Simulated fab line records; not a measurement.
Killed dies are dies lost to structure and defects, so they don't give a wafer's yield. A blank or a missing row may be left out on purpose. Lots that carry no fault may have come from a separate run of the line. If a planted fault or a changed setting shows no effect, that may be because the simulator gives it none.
Chamber matching / flow n5-finfet / N5_BEOL_M0_SAQP_PECVD_04 on pecvd-03 has 3 sister chambers
The step deposits a-Si from SiH4/He, target thk 60 nm, time 60.2 s. 6 wafers are shown with their chamber, then 9 later ones without.

== WAFERS PAIRED WITH THEIR CHAMBERS ==
wafer=L087.3; chamber=2; throttle-valve-pct (%)=20.2; showerhead-plenum-p-Torr (Torr)=5.70
wafer=L088.2; chamber=2; throttle-valve-pct (%)=20.0; showerhead-plenum-p-Torr (Torr)=5.69
wafer=L090.5; chamber=1; throttle-valve-pct (%)=21.1; showerhead-plenum-p-Torr (Torr)=5.65
wafer=L092.2; chamber=1; throttle-valve-pct (%)=20.9; showerhead-plenum-p-Torr (Torr)=5.66
wafer=L092.4; chamber=0; throttle-valve-pct (%)=17.9; showerhead-plenum-p-Torr (Torr)=5.67
wafer=L092.6; chamber=0; throttle-valve-pct (%)=18.1; showerhead-plenum-p-Torr (Torr)=5.69

== WAFERS MISSING THEIR CHAMBER ==
wafer=L093.2; throttle-valve-pct (%)=17.7; showerhead-plenum-p-Torr (Torr)=5.69
wafer=L093.3; throttle-valve-pct (%)=17.5; showerhead-plenum-p-Torr (Torr)=5.67
wafer=L093.4; throttle-valve-pct (%)=20.9; showerhead-plenum-p-Torr (Torr)=5.67
wafer=L095.1; throttle-valve-pct (%)=17.3; showerhead-plenum-p-Torr (Torr)=5.69
wafer=L095.4; throttle-valve-pct (%)=17.4; showerhead-plenum-p-Torr (Torr)=5.69
wafer=L095.5; throttle-valve-pct (%)=20.9; showerhead-plenum-p-Torr (Torr)=5.66
wafer=L096.1; throttle-valve-pct (%)=17.3; showerhead-plenum-p-Torr (Torr)=5.68
wafer=L096.2; throttle-valve-pct (%)=18.0; showerhead-plenum-p-Torr (Torr)=5.67
wafer=L096.5; throttle-valve-pct (%)=20.9; showerhead-plenum-p-Torr (Torr)=5.67

== CHAMBER TAKEN BY EACH ==
wafer=L093.2; from the rows above=0; in truth=0
wafer=L093.3; from the rows above=0; in truth=0
wafer=L093.4; from the rows above=1; in truth=1
wafer=L095.1; from the rows above=0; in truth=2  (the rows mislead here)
wafer=L095.4; from the rows above=0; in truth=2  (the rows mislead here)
wafer=L095.5; from the rows above=1; in truth=1
wafer=L096.1; from the rows above=0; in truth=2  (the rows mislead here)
wafer=L096.2; from the rows above=0; in truth=0
wafer=L096.5; from the rows above=1; in truth=1
Placed correctly: 6 of 9. Number that these rows cannot place: 0. 3 placed wrongly.
How it was worked out, from the rows above alone: a wafer's distance from a chamber is the root of the sum, over the readings, of the square of ((its reading less the chamber's mean) divided by the reading's scatter). The wafer belongs to the nearest chamber; if the next one is less than 2 further off, it can't be placed. Each chamber's mean is taken over the wafers shown for it. The scatter: the root of (the sum of the squares of (reading less its chamber's mean) over the shown wafers, divided by (wafers less chambers)).
